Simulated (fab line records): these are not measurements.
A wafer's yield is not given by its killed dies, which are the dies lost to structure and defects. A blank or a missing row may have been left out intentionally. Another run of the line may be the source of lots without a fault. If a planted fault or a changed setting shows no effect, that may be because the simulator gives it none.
fab line records ; flow nand-harc
[record] lots = 5; wafers = 15; last-day = 34
route steps=1302 shown A_CHANNEL_HOLE_D1@484 A_CHANNEL_FILL_D1@490
lots that met no fault: from a run of the same line without faults
start-h: hours from the record's opening day to when the first of the lot's shown wafers began ; wait-h: how many hours have passed since the lot's step before this one ; " identical to the entry in the row above ; L1.1+2: one row covering several wafers at once ; - value missing, or start not given ; * or withheld: withheld ; < > ~ a bound
route shown NAME@n: a module of which the file shows steps, and the number in the route of the first ; usual: the fault-free wafers' mean and standard deviation ; same: alike in all rows ; chamber/n: place in a boat ; sites: each site's reading ; _std_site: standard deviation across them ; _edge_site: mean of outer sites minus mean of inner sites ; radius-mm: how far each site lies from the wafer's centre ; mask NAME#n: copy n ; behind: tool/chamber where the wafer was last shaped ; hold: the reason the lot was held/the length of the hold in hours/how it ended ; device: whichever transistor did not switch (one of n, p or np) ; end of line: the tests these same wafers got at the end of their route ; step lacking rows: just its recipe ; killed: at the first sort, the dies lost to defects and structure; wafer yield is something else ; map: the dies of a wafer, with x for killed, . for not killed, _ for no die there
set.NAME: the setting that was run; set.NAME@STEP: the one run at that earlier step ; model.NAME: the simulator's own value behind a step, which no gauge read
a table for each step, a row for each wafer; lots at some steps of the route
services: when a tool's chamber went out of use (start-h, in hours from the record's first day, below 0 if earlier), for how many hours, and the reason
[[steps]]
[step NHARC_A_CHANNEL_HOLE_D1_STRIP_27]
[recipe] o2-flow-sccm = 500; ar-flow-sccm = 0; bias-w = 0; chemistry = O2
[step NHARC_A_CHANNEL_HOLE_D1_PRECLEAN_28]
[recipe] time-s = *; temp-c = 50; bath-age-min = 0; chemistry = SC1
[step NHARC_A_CHANNEL_HOLE_D1_SRD_29]
[step NHARC_A_CHANNEL_HOLE_D1_CD_MEAS_30]
[usual] cd-nm = 90.1/1.3
lot.wafer;tool;chamber;start-h;wait-h;cd-nm
L196.2;cd-sem-01;-;216.54;-;89.8
L196.3;cd-sem-01;-;216.54;-;94.2
L196.6;cd-sem-01;-;216.54;-;90.7
L198.2;cd-sem-02;-;237.48;-;88.8
L198.3;cd-sem-02;-;237.48;-;88.2
L198.6;cd-sem-02;-;237.48;-;87.3
L204.3;cd-sem-02;-;310.68;-;92.5
L204.5;cd-sem-02;-;310.68;-;89.5
L204.6;cd-sem-02;-;310.68;-;91.3
L209.3;cd-sem-02;-;352.23;-;91.5
L209.4;cd-sem-02;-;352.23;-;89.1
L209.6;cd-sem-02;-;352.23;-;92.3
L216.1;cd-sem-01;-;413.57;-;88.6
L216.2;cd-sem-01;-;413.57;-;91.3
L216.3;cd-sem-01;-;413.57;-;90.7
[step NHARC_A_CHANNEL_HOLE_D1_XSEM_31]
[recipe] landing-energy-ev = 35000
[usual] bot-cd-nm = 74.7/1.4; bow-nm = 8.58/0.27; tilt-deg = 0.09/0.038
lot.wafer;tool;chamber;start-h;wait-h;bot-cd-nm;bow-nm;tilt-deg
L196.2;xsem-01;0;216.62;0.1;74.7;8.69;0.12
L196.3;xsem-01;0;216.62;0.1;78.5;8.72;0.12
L196.6;xsem-01;0;216.62;0.1;75.2;8.72;0.12
L198.2;xsem-01;0;237.57;0.1;73.4;8.38;0.05
L198.3;xsem-01;0;237.57;0.1;73.9;8.34;0.05
L198.6;xsem-01;0;237.57;0.1;72.5;8.39;0.05
L204.3;xsem-02;0;310.77;0.1;76.7;8.16;0.07
L204.5;xsem-02;0;310.77;0.1;73.6;8.19;0.07
L204.6;xsem-02;0;310.77;0.1;75.3;8.11;0.07
L209.3;xsem-01;0;352.31;0.1;76.8;8.08;0.08
L209.4;xsem-01;0;352.31;0.1;72.9;8.06;0.08
L209.6;xsem-01;0;352.31;0.1;77.8;8.04;0.08
L216.1;xsem-01;0;413.66;0.1;72.5;8.45;0.10
L216.2;xsem-01;0;413.66;0.1;75.2;8.40;0.10
L216.3;xsem-01;0;413.66;0.1;74.6;8.42;0.10
[step NHARC_A_CHANNEL_HOLE_D1_INSPECT_40]
[usual] raw-defect-count = 65/27
lot.wafer;tool;chamber;start-h;wait-h;raw-defect-count
L196.2;defect-inspect-02;-;216.72;-;54
L196.3;defect-inspect-02;-;216.72;-;63
L196.6;defect-inspect-02;-;216.72;-;48
L198.2;defect-inspect-02;-;237.66;-;38
L198.3;defect-inspect-02;-;237.66;-;38
L198.6;defect-inspect-02;-;237.66;-;31
L204.3;defect-inspect-02;-;310.86;-;52
L204.5;defect-inspect-02;-;310.86;-;46
L204.6;defect-inspect-02;-;310.86;-;48
L209.3;defect-inspect-01;-;352.41;-;48
L209.4;defect-inspect-01;-;352.41;-;66
L209.6;defect-inspect-01;-;352.41;-;76
L216.1;defect-inspect-01;-;413.75;-;42
L216.2;defect-inspect-01;-;413.75;-;37
L216.3;defect-inspect-01;-;413.75;-;30
[step NHARC_A_CHANNEL_FILL_D1_PRECLEAN_00]
[recipe] time-s = *; temp-c = 50; bath-age-min = 0; chemistry = SC1
[step NHARC_A_CHANNEL_FILL_D1_SRD_01]
[step NHARC_A_CHANNEL_FILL_D1_ALD_02]
[recipe] target-thk-a = 60; pulse-time-s = 10; ald-cycles = 60; temp-c = 300; material = SiO2
[usual] ald-cycles = 60/0; heater-power-outer-w = 254/28; heater-power-w = 459/49; precursor-pulse-height-rel = 0.997/0.02
lot.wafer;tool;chamber;start-h;wait-h;ald-cycles;heater-power-outer-w;heater-power-w;precursor-pulse-height-rel
L196.2;ald-hk-03;2;216.91;-;60;263;472;0.990
L196.3;ald-hk-03;0;216.91;-;60;310;599;0.995
L196.6;ald-hk-03;3;216.91;-;60;233;455;1.013
L198.2;ald-hk-01;2;237.93;-;60;254;440;0.990
L198.3;ald-hk-01;3;237.93;-;60;235;424;1.002
L198.6;ald-hk-01;1;237.93;-;60;270;478;0.998
L204.3;ald-hk-03;1;311.12;-;60;273;502;1.009
L204.6;ald-hk-03;0;311.12;-;60;314;552;0.995
L204.5;ald-hk-03;1;311.12;-;60;273;498;0.960
L209.3;ald-hk-03;3;352.74;-;60;241;481;0.965
L209.4;ald-hk-03;0;352.74;-;60;302;550;0.995
L209.6;ald-hk-03;2;352.74;-;60;263;465;0.999
L216.3;ald-hk-01;2;414.41;0.5;60;243;419;1.023
L216.2;ald-hk-01;3;414.41;0.5;60;245;439;0.970
L216.1;ald-hk-01;0;414.41;0.5;60;204;379;0.987
[step NHARC_A_CHANNEL_FILL_D1_ALD_03]
[recipe] target-thk-a = 60; pulse-time-s = 60; ald-cycles = 58; temp-c = 630; pressure-torr = 2; material = SiNx
[usual] ald-cycles = 58/0; precursor-pulse-height-rel = 0.998/0.019
lot.wafer;tool;chamber;start-h;wait-h;ald-cycles;precursor-pulse-height-rel
L196.2;ald-sin-batch-01;0;-;-;58;1.012
L196.3;ald-sin-batch-01;0;-;-;58;0.997
L196.6;ald-sin-batch-01;0;-;-;58;1.006
L198.2;ald-sin-batch-02;0;-;-;58;0.999
L198.3;ald-sin-batch-02;0;-;-;58;0.992
L198.6;ald-sin-batch-02;0;-;-;58;0.991
L204.3;ald-sin-batch-02;0;-;-;58;1.030
L204.5;ald-sin-batch-02;0;-;-;58;0.955
L204.6;ald-sin-batch-02;0;-;-;58;1.013
L209.3;ald-sin-batch-02;0;-;-;58;0.968
L209.4;ald-sin-batch-02;0;-;-;58;0.968
L209.6;ald-sin-batch-02;0;-;-;58;0.980
L216.1;ald-sin-batch-03;0;-;-;58;0.989
L216.2;ald-sin-batch-03;0;-;-;58;0.995
L216.3;ald-sin-batch-03;0;-;-;58;0.995
[step NHARC_A_CHANNEL_FILL_D1_ALD_14]
[recipe] target-thk-a = 25; pulse-time-s = 10; ald-cycles = 25; temp-c = 300; material = SiO2
[usual] ald-cycles = 25/0; heater-power-outer-w = 250/28; heater-power-w = 455/48; precursor-pulse-height-rel = 0.996/0.022
lot.wafer;tool;chamber;start-h;wait-h;ald-cycles;heater-power-outer-w;heater-power-w;precursor-pulse-height-rel
L196.2;ald-hk-02;1;223.96;0.1;25;235;446;1.020
L196.3;ald-hk-02;3;223.96;0.1;25;236;424;0.996
L196.6;ald-hk-02;1;223.96;0.1;25;234;439;0.995
L198.3;ald-hk-01;1;244.94;0.0;25;275;492;1.001
L198.2;ald-hk-01;3;244.94;0.0;25;236;435;0.965
L198.6;ald-hk-01;2;244.94;0.0;25;253;435;0.996
L204.3;ald-hk-01;0;317.31;0.2;25;200;384;0.997
L204.5;ald-hk-01;1;317.31;0.2;25;263;445;0.998
L204.6;ald-hk-01;2;317.31;0.2;25;247;416;0.992
L209.4;ald-hk-01;2;359.63;0.1;25;253;424;0.978
L209.3;ald-hk-01;0;359.63;0.1;25;204;396;0.989
L209.6;ald-hk-01;1;359.63;0.1;25;270;465;1.019
L216.2;ald-hk-02;2;420.30;0.0;25;218;409;0.994
L216.3;ald-hk-02;0;420.30;0.0;25;299;545;0.985
L216.1;ald-hk-02;1;420.30;0.0;25;241;458;0.982
[step NHARC_A_CHANNEL_FILL_D1_ALD_15]
[recipe] target-thk-a = 20; pulse-time-s = 60; ald-cycles = 19; temp-c = 630; pressure-torr = 2; material = SiNx
[usual] ald-cycles = 19/0; precursor-pulse-height-rel = 1.000/0.019
lot.wafer;tool;chamber;start-h;wait-h;ald-cycles;precursor-pulse-height-rel
L196.2;ald-sin-batch-03;0;227.23;3.2;19;0.975
L196.3;ald-sin-batch-03;0;227.23;3.2;19;0.998
L196.6;ald-sin-batch-03;0;227.23;3.2;19;1.006
L198.2;ald-sin-batch-03;0;-;-;19;1.003
L198.3;ald-sin-batch-03;0;-;-;19;1.009
L198.6;ald-sin-batch-03;0;-;-;19;0.984
L204.3;ald-sin-batch-03;0;-;-;19;0.974
L204.5;ald-sin-batch-03;0;-;-;19;0.962
L204.6;ald-sin-batch-03;0;-;-;19;1.038
L209.3;ald-sin-batch-03;0;-;-;19;1.043
L209.4;ald-sin-batch-03;0;-;-;19;0.971
L209.6;ald-sin-batch-03;0;-;-;19;1.007
L216.1;ald-sin-batch-03;0;-;-;19;0.999
L216.2;ald-sin-batch-03;0;-;-;19;1.008
L216.3;ald-sin-batch-03;0;-;-;19;0.982
[step NHARC_A_CHANNEL_FILL_D1_ALD_16]
[recipe] target-thk-a = 15; pulse-time-s = 10; ald-cycles = 15; temp-c = 300; material = SiO2
[usual] ald-cycles = 15/0; heater-power-outer-w = 251/28; heater-power-w = 463/50; precursor-pulse-height-rel = 1.000/0.022
lot.wafer;tool;chamber;start-h;wait-h;ald-cycles;heater-power-outer-w;heater-power-w;precursor-pulse-height-rel
L196.3;ald-hk-02;1;229.30;0.0;15;235;435;0.977
L196.2;ald-hk-02;2;229.30;0.0;15;220;406;1.050
L196.6;ald-hk-02;1;229.30;0.0;15;232;440;0.995
L198.2;ald-hk-03;0;250.25;0.2;15;303;546;1.002
L198.3;ald-hk-03;1;250.25;0.2;15;265;503;0.988
L198.6;ald-hk-03;3;250.25;0.2;15;242;468;1.000
L204.3;ald-hk-02;3;322.48;0.1;15;237;428;1.013
L204.5;ald-hk-02;1;322.48;0.1;15;239;428;1.005
L204.6;ald-hk-02;2;322.48;0.1;19;222;420;1.003
L209.3;ald-hk-03;2;364.77;0.0;15;265;455;0.987
L209.4;ald-hk-03;1;364.77;0.0;15;273;512;1.001
L209.6;ald-hk-03;2;364.77;0.0;15;266;457;1.016
L216.2;ald-hk-03;3;425.47;0.0;15;239;460;1.006
L216.3;ald-hk-03;0;425.47;0.0;15;309;551;1.002
L216.1;ald-hk-03;2;425.47;0.0;15;253;456;0.982
[step NHARC_A_CHANNEL_FILL_D1_ANNEAL_17]
[recipe] temp-c = 850; time-s = 1800
[[services]]
tool;chamber;start-h;hours;kind
ald-hk-03;1;227.19;10.0;vent-cycle
ald-hk-03;2;227.19;10.0;vent-cycle
ald-hk-03;0;237.19;-;clean
ald-hk-03;1;237.19;-;clean
ald-hk-03;2;237.19;-;clean
ald-hk-03;3;237.19;-;clean
ald-sin-batch-02;-;266.75;26.0;pm
ald-hk-01;-;297.78;10.0;pm
ald-hk-01;0;297.78;10.0;vent-cycle
ald-hk-01;1;297.78;10.0;vent-cycle
ald-hk-01;2;297.78;10.0;vent-cycle
ald-hk-01;3;297.78;10.0;vent-cycle
xsem-01;-;374.00;14.0;pm
ald-hk-03;-;386.41;1.9;repair
ald-hk-03;-;405.19;10.0;pm
ald-hk-03;0;405.19;10.0;vent-cycle
ald-hk-03;1;405.19;10.0;vent-cycle
ald-hk-03;2;405.19;10.0;vent-cycle
ald-hk-03;3;405.19;10.0;vent-cycle
ald-hk-03;0;415.19;-;clean
ald-hk-03;1;415.19;-;clean
ald-hk-03;2;415.19;-;clean
ald-hk-03;3;415.19;-;clean
ald-sin-batch-01;-;417.79;4.8;repair
[[key]]
[first-sign] step = NHARC_A_CHANNEL_FILL_D1_ALD_16; reading = ald-cycles; direction = up; sigmas = 99+; usual = 15; struck = 19
effect none on later readings
met-at NHARC_A_CHANNEL_FILL_D1_ALD_16
struck-wafers L204.6
tester-left-out L204
onset-between 229.30 322.48
[fault] kind = process-parameter-drift; tool = ald-hk-02; chamber = 2; onset-h = 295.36; steps = NHARC_A_CHANNEL_FILL_D1_ALD_16; channel = ald-cycles; offset = 4; shape = step; end-h = 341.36; acts-in = these-recipes-only; stated = 15
// tester-left-out: of these lots the tester's yield and bins aren't shown, on N5 and GAA mostly nor the transistor test; their killed dies are dies lost to structure and defects alone, not to doping, threshold or leakage, so they don't give the yield
